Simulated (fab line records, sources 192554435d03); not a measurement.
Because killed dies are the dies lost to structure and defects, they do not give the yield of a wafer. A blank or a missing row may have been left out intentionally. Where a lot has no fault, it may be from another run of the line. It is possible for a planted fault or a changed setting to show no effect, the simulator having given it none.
fab line records | flow n5-finfet
[record] lots = 5 | wafers = 15 | last-day = 17
route steps=1938 shown BEOL_M9@1428 PASSIVATION@1936
lots untouched by any fault: they come from a run of this same line in which no faults occurred
start-h: start of the lot's first displayed wafer, in hours after the record's first day | wait-h: time in hours since the lot's previous step | " same as the row above | L1.1+2: a row that stands for several wafers | - no value, or no start given | * or withheld: withheld | < > ~ a bound
route shown NAME@n: a module of which the file shows steps, and the number in the route of the first | usual: mean/standard deviation of fault-free wafers | same: alike in all rows | chamber/n: place in a boat | sites: each site's reading | _std_site: standard deviation across them | _edge_site: mean of outer sites minus mean of inner sites | radius-mm: how far each site lies from the wafer's centre | mask NAME#n: copy n | behind: tool/chamber where the wafer was last shaped | hold: what put the lot on hold/how long, in hours/how the hold closed | device: the n, p or np transistor that did not switch | end of line: the route-end tests of the same wafers | where a step has no rows: the recipe by itself | killed: not the wafer's yield, but the dies lost to structure and defects at the first sort | map: a wafer's dies, marking killed ones x, the rest . and places with no die _
set.NAME: the run value of the setting; set.NAME@STEP: its run value at that earlier step | model.NAME: the simulator's own value behind a step, which no gauge read
a table for each step, a row for each wafer; lots at some steps of the route
services: a tool's chamber out of use, with start hour (start-h, from the record's first day; less than 0 if before it), hours out, and reason
[[steps]]
[step N5_BEOL_M9_COAT_22]
[recipe] resist = CAR-EUV | spin-rpm = 1500 | resist-thk-nm = 30
[step N5_BEOL_M9_EBR_24]
[recipe] solvent = PGMEA | ebr-width-mm = 1.5
[step N5_BEOL_M9_SOFTBAKE_23]
[recipe] temp-c = 110 | time-s = 60 | resist = CAR-EUV
[step N5_BEOL_M9_EXPOSE_25]
[recipe] mask-id = V8 | na = 0.33 | source-shape = annular | sigma-inner = 0.4 | sigma-outer = 0.8 | polarization = unpolarized | dose-mj = 37.25
[step N5_BEOL_M9_PEB_26]
[recipe] peb-temp-c = 100 | peb-time-s = 60 | resist = CAR-EUV
[step N5_BEOL_M9_DEVELOP_27]
[recipe] develop-time-s = 30 | developer = TMAH | resist = CAR-EUV | rinse-liquid = surfactant-rinse | dry = air-spin | dev-temp-c = 23
[step N5_BEOL_M9_CD_MEAS_28]
[recipe] target-cd-nm = 70 | landing-energy-ev = 500 | detector = se-inlens | polarity = opening
[usual] cd-nm = 69.96/0.28
lot.wafer | tool      | chamber | start-h | wait-h | cd-nm
L997.1    | cd-sem-01 | 0       | 224.58  | -      | 70.20
L997.3    | "         | 0       | "       | "      | 70.15
L997.4    | "         | 0       | "       | "      | 69.94
L108.1    | cd-sem-01 | 0       | 291.95  | -      | 69.37
L108.2    | "         | 0       | "       | "      | 69.77
L108.6    | "         | 0       | "       | "      | 69.70
L110.2    | cd-sem-01 | 0       | 299.41  | -      | 70.31
L110.3    | "         | 0       | "       | "      | 70.42
L110.5    | "         | 0       | "       | "      | 70.44
L117.2    | cd-sem-01 | 0       | 347.40  | -      | 69.90
L117.3    | "         | 0       | "       | "      | 70.11
L117.6    | "         | 0       | "       | "      | 69.90
L120.4    | cd-sem-02 | 0       | 358.45  | -      | 69.93
L120.5    | "         | 0       | "       | "      | 69.96
L120.6    | "         | 0       | "       | "      | 69.42
[step N5_BEOL_M9_OVL_MEAS_29]
[recipe] points-per-wafer = 522
[usual] V8_OVL = 0.5/0.75
lot.wafer | tool       | chamber | start-h | wait-h | V8_OVL[nm]
L997.1    | overlay-02 | 0       | 224.61  | 0.0    | -0.2
L997.3    | "          | 0       | "       | "      | 0.8
L997.4    | "          | 0       | "       | "      | 1.3
L108.1    | overlay-01 | 0       | 291.98  | 0.0    | 0.5
L108.2    | "          | 0       | "       | "      | 2.2
L108.6    | "          | 0       | "       | "      | 1.8
L110.2    | overlay-01 | 0       | 299.45  | 0.0    | 1.1
L110.3    | "          | 0       | "       | "      | 0.6
L110.5    | "          | 0       | "       | "      | 1.0
L117.2    | overlay-01 | 0       | 347.44  | 0.0    | 0.4
L117.3    | "          | 0       | "       | "      | -0.3
L117.6    | "          | 0       | "       | "      | 0.3
L120.4    | overlay-01 | 0       | 358.50  | 0.0    | -0.4
L120.5    | "          | 0       | "       | "      | 1.1
L120.6    | "          | 0       | "       | "      | 0.8
[step N5_BEOL_M9_INSPECT_30]
[recipe] mode = adi | inspect-instrument = brightfield
[usual] raw-defect-count = 456/88
lot.wafer | tool              | chamber | start-h | wait-h | raw-defect-count
L997.1    | defect-inspect-01 | -       | 224.67  | 0.1    | 570
L997.3    | "                 | -       | "       | "      | 397
L997.4    | "                 | -       | "       | "      | 523
L108.1    | defect-inspect-02 | -       | 292.03  | 0.1    | 415
L108.2    | "                 | -       | "       | "      | 543
L108.6    | "                 | -       | "       | "      | 436
L110.2    | defect-inspect-01 | -       | 299.50  | 0.0    | 392
L110.3    | "                 | -       | "       | "      | 356
L110.5    | "                 | -       | "       | "      | 392
L117.2    | defect-inspect-01 | -       | 347.49  | 0.0    | 370
L117.3    | "                 | -       | "       | "      | 373
L117.6    | "                 | -       | "       | "      | 291
L120.4    | defect-inspect-01 | -       | 358.54  | 0.0    | 519
L120.5    | "                 | -       | "       | "      | 402
L120.6    | "                 | -       | "       | "      | 495
[step N5_BEOL_M9_DESCUM_33]
[recipe] chemistry = O2 | time-s = 7 | source-power-w = 50 | bias-power-w = 20 | pressure-mtorr = 20 | rf-frequency-hz = 2.712e+07 | temp-c = 40 | resist = CAR-EUV | o2-flow-sccm = 225
[usual] drypump-motor-current-A = 5.9/0.36 | o2-flow-sccm = 225.1/0.64 | oes-product-au = 0.78/0.076 | rf-vpp-V = 242.7/1.6 | showerhead-plenum-p-Torr = 2.06/0.085 | throttle-valve-pct = 20.4/0.37
[same] time-s = 7
lot.wafer | tool        | chamber | start-h | wait-h | drypump-motor-current-A | o2-flow-sccm | oes-product-au | rf-hours-counter-h | rf-vpp-V | showerhead-plenum-p-Torr | throttle-valve-pct
L997.1    | rie-diel-06 | 1       | 225.81  | 1.1    | 5.7                     | 225.8        | 0.72           | 228                | 241.5    | 1.98                     | 20.8
L997.3    | "           | 0       | "       | "      | 6.3                     | 225.7        | 0.86           | 59                 | 244.1    | 2.13                     | 20.5
L997.4    | "           | 3       | "       | "      | 6.5                     | 224.7        | 0.90           | 23                 | 242.3    | 2.06                     | 20.0
L108.1    | rie-diel-05 | 0       | 292.07  | 0.0    | 5.5                     | 225.6        | 0.84           | 85                 | 241.5    | 2.04                     | 20.1
L108.2    | "           | 3       | "       | "      | 5.9                     | 223.8        | 0.74           | 185                | 244.4    | 2.14                     | 20.6
L108.6    | "           | 0       | "       | "      | 5.5                     | 225.9        | 0.85           | -                  | 242.5    | 2.04                     | 20.1
L110.2    | rie-diel-06 | 3       | 299.89  | 0.4    | 6.5                     | 224.2        | 0.86           | 51                 | 242.1    | 2.06                     | 20.1
L110.3    | "           | 2       | "       | "      | 5.6                     | 225.1        | 0.73           | 186                | 244.0    | 2.16                     | 20.1
L110.5    | "           | 3       | "       | "      | 6.4                     | 223.9        | 0.86           | -                  | 241.4    | 2.05                     | 20.0
L117.2    | rie-diel-06 | 1       | 348.07  | 0.6    | 5.8                     | 224.9        | 0.97           | 14                 | 245.4    | 2.23                     | 20.3
L117.3    | "           | 2       | "       | "      | 5.6                     | 224.6        | 0.73           | 199                | 244.4    | 2.15                     | 20.2
L117.6    | "           | 1       | "       | "      | 5.8                     | 225.2        | 0.97           | -                  | 245.9    | 2.23                     | 20.3
L120.4    | rie-diel-05 | 3       | 358.57  | 0.0    | 6.0                     | 224.8        | 0.73           | 206                | 244.4    | 2.14                     | 20.7
L120.5    | "           | 2       | "       | "      | 6.0                     | 224.5        | 0.71           | -                  | 240.1    | 1.90                     | 20.1
L120.6    | "           | 3       | "       | "      | 6.0                     | 224.2        | 0.72           | -                  | 244.5    | 2.14                     | 20.7
[step N5_BEOL_M9_ETCH_76]
[recipe] chemistry = N2/H2 | target = underlayer | target-depth-a = 65 | mask-material = CAR-EUV | time-s = 5.2 | ion-energy-ev = 200 | pressure-mtorr = 30 | source-w = 840 | bias-w = 150 | n2-flow-sccm = 200 | h2-flow-sccm = 200 | ends = cleared
[usual] drypump-motor-current-A = 5.9/0.36 | etch-rf-on-time-s = 5.16/0.23 | oes-product-au = 0.66/0.067 | rf-vpp-V = 523/3.2 | showerhead-plenum-p-Torr = 2.50/0.12 | throttle-valve-pct = 17.8/0.32
lot.wafer | tool        | chamber | start-h | wait-h | drypump-motor-current-A | etch-rf-on-time-s | oes-product-au | rf-hours-counter-h | rf-vpp-V | showerhead-plenum-p-Torr | throttle-valve-pct
L997.1    | rie-diel-06 | 1       | 225.84  | 0.0    | 5.8                     | 5.19              | 0.60           | 228                | 520      | 2.40                     | 18.1
L997.3    | "           | 0       | "       | "      | 6.3                     | 5.53              | 0.74           | 59                 | 526      | 2.58                     | 17.8
L997.4    | "           | 3       | "       | "      | 6.5                     | 4.97              | 0.79           | 23                 | 524      | 2.50                     | 17.4
L108.1    | rie-diel-05 | 0       | 292.10  | 0.0    | 5.5                     | 4.88              | 0.75           | 85                 | 523      | 2.46                     | 17.4
L108.2    | "           | 3       | "       | "      | 5.9                     | 5.56              | 0.61           | 185                | 525      | 2.64                     | 18.2
L108.6    | "           | 0       | "       | "      | 5.5                     | 4.90              | 0.74           | -                  | 519      | 2.46                     | 17.4
L110.2    | rie-diel-06 | 3       | 299.93  | 0.0    | 6.5                     | 4.96              | 0.75           | 51                 | 521      | 2.48                     | 17.4
L110.3    | "           | 2       | "       | "      | 5.6                     | 5.46              | 0.60           | 186                | 529      | 2.65                     | 17.9
L110.5    | "           | 3       | "       | "      | 6.5                     | 4.99              | 0.76           | -                  | 523      | 2.48                     | 17.4
L117.2    | rie-diel-06 | 1       | 348.10  | 0.0    | 5.8                     | 5.12              | 0.81           | 14                 | 527      | 2.71                     | 17.7
L117.3    | "           | 2       | "       | "      | 5.6                     | 5.39              | 0.60           | 199                | 526      | 2.65                     | 18.0
L117.6    | "           | 1       | "       | "      | 5.7                     | 5.08              | 0.81           | -                  | 528      | 2.71                     | 17.7
L120.4    | rie-diel-05 | 3       | 358.61  | 0.0    | 6.0                     | 5.54              | 0.60           | 206                | 526      | 2.63                     | 18.3
L120.5    | "           | 2       | "       | "      | 6.0                     | 5.20              | 0.62           | -                  | 518      | 2.33                     | 17.7
L120.6    | "           | 3       | "       | "      | 5.9                     | 5.55              | 0.62           | -                  | 527      | 2.63                     | 18.3
[step N5_BEOL_M9_ETCH_65]
[recipe] chemistry = CF4 | target = SiARC | target-depth-a = 156 | mask-material = CAR-EUV | time-s = 26 | ion-energy-ev = 80 | pressure-mtorr = 40 | source-w = 545 | bias-w = 36 | Ar_flow_sccm = 100 | cf4-flow-sccm = 100 | ends = cleared
[usual] drypump-motor-current-A = 5.9/0.36 | etch-rf-on-time-s = 25.7/1.2 | oes-product-au = 0.67/0.069 | rf-vpp-V = 183.6/1.4 | showerhead-plenum-p-Torr = 2.11/0.093 | throttle-valve-pct = 15.6/0.32
lot.wafer | tool        | chamber | start-h | wait-h | drypump-motor-current-A | etch-rf-on-time-s | oes-product-au | rf-hours-counter-h | rf-vpp-V | showerhead-plenum-p-Torr | throttle-valve-pct
L997.1    | rie-diel-06 | 1       | 225.86  | 0.0    | 5.8                     | 25.9              | 0.60           | 228                | 182.2    | 2.04                     | 15.9
L997.3    | "           | 0       | "       | "      | 6.3                     | 27.0              | 0.72           | 59                 | 184.9    | 2.15                     | 15.5
L997.4    | "           | 3       | "       | "      | 6.4                     | 24.9              | 0.79           | 23                 | 183.8    | 2.09                     | 15.0
L108.1    | rie-diel-05 | 0       | 292.12  | 0.0    | 5.5                     | 24.1              | 0.74           | 85                 | 183.8    | 2.09                     | 15.3
L108.2    | "           | 3       | "       | "      | 5.9                     | 28.0              | 0.61           | 185                | 185.8    | 2.23                     | 16.1
L108.6    | "           | 0       | "       | "      | 5.5                     | 24.3              | 0.74           | -                  | 184.4    | 2.09                     | 15.3
L110.2    | rie-diel-06 | 3       | 299.94  | 0.0    | 6.4                     | 25.0              | 0.76           | 51                 | 185.1    | 2.08                     | 15.1
L110.3    | "           | 2       | "       | "      | 5.6                     | 26.8              | 0.60           | 186                | 185.8    | 2.23                     | 15.6
L110.5    | "           | 3       | "       | "      | 6.5                     | 25.1              | 0.75           | -                  | 182.3    | 2.08                     | 15.0
L117.2    | rie-diel-06 | 1       | 348.12  | 0.0    | 5.7                     | 25.3              | 0.82           | 14                 | 184.1    | 2.28                     | 15.5
L117.3    | "           | 2       | "       | "      | 5.6                     | 26.8              | 0.59           | 199                | 185.8    | 2.23                     | 15.6
L117.6    | "           | 1       | "       | "      | 5.7                     | 25.0              | 0.83           | -                  | 184.8    | 2.28                     | 15.5
L120.4    | rie-diel-05 | 3       | 358.62  | 0.0    | 5.9                     | 27.8              | 0.60           | 206                | 186.3    | 2.23                     | 16.1
L120.5    | "           | 2       | "       | "      | 6.0                     | 25.6              | 0.62           | -                  | 181.2    | 1.95                     | 15.4
L120.6    | "           | 3       | "       | "      | 5.9                     | 28.1              | 0.60           | -                  | 185.2    | 2.22                     | 16.1
[step N5_BEOL_M9_ETCH_66]
[recipe] chemistry = N2/H2 | target = SOC | target-depth-a = 800 | overetch-a = 160 | mask-material = SiARC | temp-c = 40 | time-s = 120 | ion-energy-ev = 200 | pressure-mtorr = 30 | source-w = 840 | bias-w = 150 | n2-flow-sccm = 200 | h2-flow-sccm = 200
[usual] drypump-motor-current-A = 5.9/0.35 | oes-product-au = 0.59/0.057 | rf-vpp-V = 523/3.1 | showerhead-plenum-p-Torr = 2.50/0.12 | throttle-valve-pct = 17.8/0.32
[same] time-s = 120
lot.wafer | tool        | chamber | start-h | wait-h | drypump-motor-current-A | oes-product-au | rf-hours-counter-h | rf-vpp-V | showerhead-plenum-p-Torr | throttle-valve-pct | model.SiARC_of_BEOL_M9_COAT_64.thk-nm
L997.1    | rie-diel-06 | 1       | 225.89  | 0.0    | 5.7                     | 0.54           | 228                | 520      | 2.40                     | 18.1               | 6.4
L997.3    | "           | 0       | "       | "      | 6.3                     | 0.67           | 59                 | 524      | 2.58                     | 17.8               | 6.8
L997.4    | "           | 3       | "       | "      | 6.4                     | 0.70           | 23                 | 523      | 2.50                     | 17.3               | 6.2
L108.1    | rie-diel-05 | 0       | 292.15  | 0.0    | 5.6                     | 0.64           | 85                 | 521      | 2.46                     | 17.4               | 8.4
L108.2    | "           | 3       | "       | "      | 6.0                     | 0.54           | 185                | 526      | 2.64                     | 18.2               | 8.8
L108.6    | "           | 0       | "       | "      | 5.5                     | 0.64           | -                  | 522      | 2.46                     | 17.4               | 8.4
L110.2    | rie-diel-06 | 3       | 299.97  | 0.0    | 6.5                     | 0.66           | 51                 | 521      | 2.48                     | 17.4               | 6.4
L110.3    | "           | 2       | "       | "      | 5.6                     | 0.55           | 186                | 526      | 2.65                     | 17.9               | 6.6
L110.5    | "           | 3       | "       | "      | 6.5                     | 0.67           | -                  | 520      | 2.48                     | 17.4               | 6.2
L117.2    | rie-diel-06 | 1       | 348.15  | 0.0    | 5.7                     | 0.72           | 14                 | 527      | 2.71                     | 17.6               | 6.2
L117.3    | "           | 2       | "       | "      | 5.6                     | 0.55           | 199                | 526      | 2.65                     | 17.9               | 6.6
L117.6    | "           | 1       | "       | "      | 5.7                     | 0.72           | -                  | 528      | 2.71                     | 17.6               | 6.2
L120.4    | rie-diel-05 | 3       | 358.65  | 0.0    | 5.9                     | 0.56           | 206                | 526      | 2.63                     | 18.2               | 6.6
L120.5    | "           | 2       | "       | "      | 6.0                     | 0.55           | -                  | 518      | 2.33                     | 17.7               | 6.4
L120.6    | "           | 3       | "       | "      | 6.0                     | 0.56           | -                  | 527      | 2.63                     | 18.2               | 6.6
[step N5_BEOL_M9_STRIP_69]
[recipe] chemistry = N2/H2 | temp-c = 40 | n2-flow-sccm = 200 | h2-flow-sccm = 200 | rf-frequency-hz = 6e+07
[step N5_PASSIVATION_PROBE_49]
[usual] defect-limited-yield = 91.1/1.4 | killed_at_M0_to_M3 = 36/9.9 | killed_at_M4_up = 13/5.8 | killed-at-contacts = 14/5.9 | killed-at-front-end = 39/11 | killed-at-other = 3.4/2.9 | killed-dies = 105/17 | killed-open = 70/13 | killed-short = 34/7.3 | sort_bin_5_function = 5.3/1 | sort_bin_6_memory = 3.3/0.62 | sort_bin_8_speed = 0.01/0.057 | sort-n-pass = 1075/17 | sort-yield-pct = 91.1/1.4
[same] gross-dies = 1180 | killed-at-back-side = 0 | sort_bin_4_leakage[%] = 0
lot.wafer | tool      | chamber | start-h | wait-h | defect-limited-yield[%] | killed_at_M0_to_M3 | killed_at_M4_up | killed-at-contacts | killed-at-front-end | killed-at-other | killed-dies | killed-open | killed-short | sort_bin_5_function[%] | sort_bin_6_memory[%] | sort_bin_8_speed[%] | sort-n-pass | sort-yield-pct[%]
L108.1    | prober-01 | -       | 353.71  | 0.0    | 92.9                    | 19                 | 14              | 11                 | 35                  | 5               | 84          | 50          | 26           | 3.8                    | 3.0                  | 0                   | 1096        | 92.9
L108.2    | prober-01 | -       | 353.76  | 0.1    | 20.3                    | 30                 | 862             | 14                 | 27                  | 7               | 940         | 49          | 32           | 76.3                   | 3.2                  | 0                   | 240         | 20.3
L108.6    | prober-01 | -       | 353.96  | 0.3    | 90.0                    | 30                 | 26              | 7                  | 51                  | 4               | 118         | 69          | 37           | 5.5                    | 3.9                  | 0.08                | 1061        | 89.9
// killed by level:class
L108.1 FIN_SAQP:geometric-particle:open=9 FIN_SAQP:geometric-particle:short=8 MOL_CONTACT_COAG:geometric-particle:open=8 BEOL_M9:area-etch=7 BEOL_M3:geometric-particle:open=5 STI_FIN_REVEAL:geometric-particle:open=4 BEOL_M2:geometric-particle:open=4 BEOL_M4:geometric-particle:open=4
L108.2 BEOL_M9:area-etch=854 MOL_CONTACT_COAG:geometric-particle:open=11 BEOL_M0_SAQP:geometric-particle:short=10 FIN_SAQP:geometric-particle:open=5 BEOL_M1:geometric-particle:open=5 BEOL_M2:geometric-particle:open=5 DUMMY_GATE:geometric-particle:open=4 MOL_CONTACT_COAG:geometric-particle:short=3
L108.6 STI_FIN_REVEAL:geometric-particle:open=10 BEOL_M9:area-etch=10 BEOL_M3:geometric-particle:open=9 FIN_SAQP:geometric-particle:open=8 FIN_SAQP:geometric-particle:short=7 BEOL_M1:geometric-particle:open=7 BEOL_M4:geometric-particle:open=6 MOL_CONTACT_COAG:geometric-particle:open=5
[[services]]
tool        | chamber | start-h | hours | kind
rie-diel-05 | 0       | 261.54  | 19.9  | repair
rie-diel-06 | 2       | 264.89  | 6.7   | repair
rie-diel-06 | 1       | 287.76  | -     | clean
rie-diel-06 | 1       | 287.76  | -     | consumable-replace:focus-ring
rie-diel-06 | 1       | 287.76  | -     | consumable-replace:showerhead
rie-diel-06 | 1       | 287.76  | 16.5  | scheduled-down
rie-diel-06 | 1       | 287.76  | 16.5  | vent-cycle
rie-diel-05 | -       | 298.29  | 4.3   | pm
rie-diel-06 | 2       | 307.35  | 1.8   | repair
rie-diel-06 | 2       | 309.34  | 9.4   | repair
rie-diel-05 | 1       | 325.31  | -     | clean
rie-diel-05 | 1       | 325.31  | -     | consumable-replace:focus-ring
rie-diel-05 | 1       | 325.31  | -     | consumable-replace:showerhead
rie-diel-05 | 1       | 325.31  | 28.2  | scheduled-down
rie-diel-05 | 1       | 325.31  | 28.2  | vent-cycle
rie-diel-06 | 3       | 351.73  | 3.7   | repair
[[key]]
[first-sign] step = N5_PASSIVATION_PROBE_49 | reading = killed_at_M4_up | direction = up | sigmas = 50 | usual = 13 | struck = 301 | wafers-moved = 1
[effect] step = N5_PASSIVATION_PROBE_49 | reading = sort_bin_5_function | direction = up | sigmas = 23 | usual = 5.3 | struck = 28.5 | wafers-moved = 1
[model-effect] step = N5_BEOL_M9_ETCH_66 | value = SiARC_of_BEOL_M9_COAT_64.thk-nm | without = 6.133 | struck = 8.533
[more-kills-born-at] N5_BEOL_M9_ETCH_66@rie-diel-05 = 871
met-at N5_BEOL_M9_ETCH_66
struck-wafers L108.1,L108.2,L108.6
later-rows-left-out L108.2
[fault] kind = process-parameter-drift | tool = rie-diel-05 | chamber = - | onset-h = 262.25 | steps = N5_BEOL_M9_ETCH_66 | channel = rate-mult | offset = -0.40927 | shape = step | end-h = 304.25
// later-rows-left-out: the simulator's readings of these wafers behind a module that went badly wrong aren't trusted and aren't shown, but for the sort
